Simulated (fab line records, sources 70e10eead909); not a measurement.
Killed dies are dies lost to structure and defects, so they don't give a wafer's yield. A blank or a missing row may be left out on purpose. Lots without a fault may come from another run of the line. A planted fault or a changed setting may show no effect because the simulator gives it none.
Which tool did it? | flow nand_harc | 13 lots, 39 wafers sampled, at 5 steps of a route of 1302

WHAT THE GAUGES READ, wafer by wafer
NHARC_END_SORT_01. Usual: killed_at_array 56, standard deviation 17; killed_at_other 0.9, standard deviation 1.2; killed_at_periphery 3.9, standard deviation 2.5; killed_dies 61, standard deviation 17; killed_open 3.2, standard deviation 1.8; killed_short 2.7, standard deviation 1.7.
lot  | measured     | on        | killed_at_array | killed_at_other | killed_at_periphery | killed_dies | killed_open | killed_short | flag
L453 | day 29 09:58 | prober-01 | 675 669 668     | 0 1 0           | 2 7 9               | 677 677 677 | 3 4 3       | 6 3 0        | OFF
L454 | day 29 14:43 | prober-02 | 675 671 669     | 0 0 1           | 2 6 7               | 677 677 677 | 0 3 7       | 1 1 0        | OFF

WHICH TOOL RAN EACH LOT (tool, then ch and the chambers of the sampled wafers, then the start)
lot  | NHARC_A_CONTACT_ETCH_126             | NHARC_A_CONTACT_ETCH_128             | NHARC_A_CONTACT_ETCH_132             | NHARC_A_CONTACT_STRIP_82
L442 | har_cap_etch-01 ch 1, day 22 13:46   | har_cap_etch-01 ch 1, day 22 14:14   | har_cap_etch-01 ch 1, day 22 15:11   | rie_diel-03 ch 0,1, day 22 16:56
L445 | har_cap_etch-02 ch 0,1, day 23 06:22 | har_cap_etch-02 ch 0,1, day 23 06:50 | har_cap_etch-02 ch 0,1, day 23 07:47 | rie_diel-03 ch 0,1,2, day 23 09:31
L446 | har_cap_etch-03 ch 0,1, day 23 07:24 | har_cap_etch-03 ch 0,1, day 23 07:45 | har_cap_etch-03 ch 0,1, day 23 08:28 | rie_diel-03 ch 0,2,3, day 23 10:04
L448 | har_cap_etch-02 ch 0, day 24 23:31   | har_cap_etch-02 ch 0, day 24 23:52   | har_cap_etch-02 ch 0, day 25 00:35   | rie_diel-10 ch 1,2,3, day 25 02:10
L449 | har_cap_etch-03 ch 0,1, day 24 23:34 | har_cap_etch-03 ch 0,1, day 25 00:02 | har_cap_etch-03 ch 0,1, day 25 00:58 | rie_diel-11 ch 1,2, day 25 02:46
L450 | har_cap_etch-01 ch 0,1, day 25 12:22 | har_cap_etch-01 ch 0,1, day 25 12:43 | har_cap_etch-01 ch 0,1, day 25 13:25 | rie_diel-03 ch 0,3, day 25 15:20
L453 | har_cap_etch-02 ch 0,1, day 27 01:04 | har_cap_etch-02 ch 0,1, day 27 01:32 | har_cap_etch-02 ch 0,1, day 27 02:29 | rie_diel-11 ch 0,3, day 27 04:12
L454 | har_cap_etch-03 ch 0,1, day 27 04:44 | har_cap_etch-03 ch 0,1, day 27 05:22 | har_cap_etch-03 ch 0,1, day 27 06:37 | rie_diel-11 ch 0,1,2, day 27 08:35
L462 | har_cap_etch-02 ch 0,1, day 30 00:34 | har_cap_etch-02 ch 0,1, day 30 00:55 | har_cap_etch-02 ch 0,1, day 30 01:37 | rie_diel-10 ch 1,2,3, day 30 03:23
L461 | har_cap_etch-01 ch 0,1, day 30 01:09 | har_cap_etch-01 ch 0,1, day 30 01:30 | har_cap_etch-01 ch 0,1, day 30 02:12 | rie_diel-03 ch 0,1,3, day 30 03:46
L463 | har_cap_etch-03 ch 0,1, day 31 00:54 | har_cap_etch-03 ch 0,1, day 31 01:15 | har_cap_etch-03 ch 0,1, day 31 01:58 | rie_diel-11 ch 0,1,3, day 31 03:32
L464 | har_cap_etch-03 ch 0, day 31 20:47   | har_cap_etch-03 ch 0, day 31 21:08   | har_cap_etch-03 ch 0, day 31 21:51   | rie_diel-10 ch 0,1,3, day 31 23:25
L465 | har_cap_etch-01 ch 0,1, day 32 14:02 | har_cap_etch-01 ch 0,1, day 32 14:24 | har_cap_etch-01 ch 0,1, day 32 15:06 | rie_diel-11 ch 0,3, day 32 16:45
- NHARC_A_CONTACT_ETCH_126: etches the open film in C4F8/O2/Ar, time 197 s, target depth 1918 nm.
- NHARC_A_CONTACT_ETCH_128: etches the open film in C4F8/O2/Ar, time 197 s, target depth 1918 nm.
- NHARC_A_CONTACT_ETCH_132: etches the open film in C4F8/O2/Ar, time 197 s, target depth 1924 nm.
- NHARC_A_CONTACT_STRIP_82: strips in O2.

WHAT THE TOOLS THEMSELVES READ (means of the sampled wafers that have a number; where no wafer has one, the mark that the record gives instead)
NHARC_A_CONTACT_STRIP_82. Usual: chamber_pressure_mTorr 60.00 mTorr, standard deviation 0.056; drypump_motor_current_A 5.7 A, standard deviation 0.37; oes_product_au 1.004 a.u., standard deviation 0.013; rf_vpp_V 57.9 V, standard deviation 0.84; showerhead_plenum_p_Torr 3.60 Torr, standard deviation 0.14; throttle_valve_pct 17.037 %, standard deviation 0.0085.
lot  | tool        | chamber_pressure_mTorr (mTorr) | drypump_motor_current_A (A) | oes_product_au (a.u.) | rf_vpp_V (V) | showerhead_plenum_p_Torr (Torr) | throttle_valve_pct (%) | flag
L442 | rie_diel-03 | 59.98                          | 5.6                         | 1.013                 | 58.2         | 3.66                            | 17.037                 |
L445 | rie_diel-03 | 59.99                          | 5.8                         | 1.010                 | 57.4         | 3.58                            | 17.038                 |
L446 | rie_diel-03 | 60.01                          | 5.6                         | 1.005                 | 58.3         | 3.69                            | 17.030                 |
L448 | rie_diel-10 | 60.00                          | 5.6                         | 1.001                 | 59.0         | 3.60                            | 17.038                 |
L449 | rie_diel-11 | 60.02                          | 6.0                         | 0.985                 | 57.7         | 3.74                            | 17.033                 |
L450 | rie_diel-03 | 60.02                          | 5.2                         | 1.013                 | 58.5         | 3.73                            | 17.045                 |
L453 | rie_diel-11 | -                              | -                           | -                     | -            | -                               | -                      | OFF
L454 | rie_diel-11 | -                              | -                           | -                     | -            | -                               | -                      | OFF
L462 | rie_diel-10 | 59.99                          | 5.6                         | 1.009                 | 57.4         | 3.58                            | 17.031                 |
L461 | rie_diel-03 | 60.07                          | 5.4                         | 1.005                 | 57.4         | 3.61                            | 17.039                 |
L463 | rie_diel-11 | 60.02                          | 5.7                         | 0.992                 | 57.5         | 3.60                            | 17.039                 |
L464 | rie_diel-10 | 60.01                          | 5.6                         | 1.011                 | 57.5         | 3.57                            | 17.046                 |
L465 | rie_diel-11 | 59.98                          | 5.8                         | 1.003                 | 56.9         | 3.56                            | 17.029                 |

THE ANSWER, worked out from the rows above alone
Rule: a lot is off if the mean of its wafers that have a number lies more than 3 standard deviations from the usual mean. A lot without any number at a reading at which 4 lots or more have one is off too. The other lots that the step has rows for count as sound. The gauges are gone through in route order, then the tools' own readings, and for those a lot's mean is taken as printed above. The first step at which some lot is off is used, and at that step the reading that is off furthest; a lot without a number counts as furthest.
Off: L453, L454, at NHARC_END_SORT_01 (killed_dies). Neither off nor sound, because the step has no rows for them: L442, L445, L446, L448, L449, L450, L462, L461, L463, L464, L465.
A tool fits if, at a process step before that reading, it ran every lot that is off, and no sound lot after the first of them. The gauges at NHARC_END_SORT_01 aren't tried: what is off there is off at NHARC_A_CONTACT_STRIP_82 too, on other tools, and a gauge's error can't cause that. One fits: rie_diel-11 at NHARC_A_CONTACT_STRIP_82. It ran no sound lot before its first lot that is off in this sample, so the start can't be narrowed down.

WHAT THE SIMULATOR HAD PUT IN
Skipped step whole: rie_diel-11, from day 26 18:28 on, at NHARC_A_CONTACT_STRIP_82. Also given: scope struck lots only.
Lots struck among those shown: L453, L454. The rule above found the same.
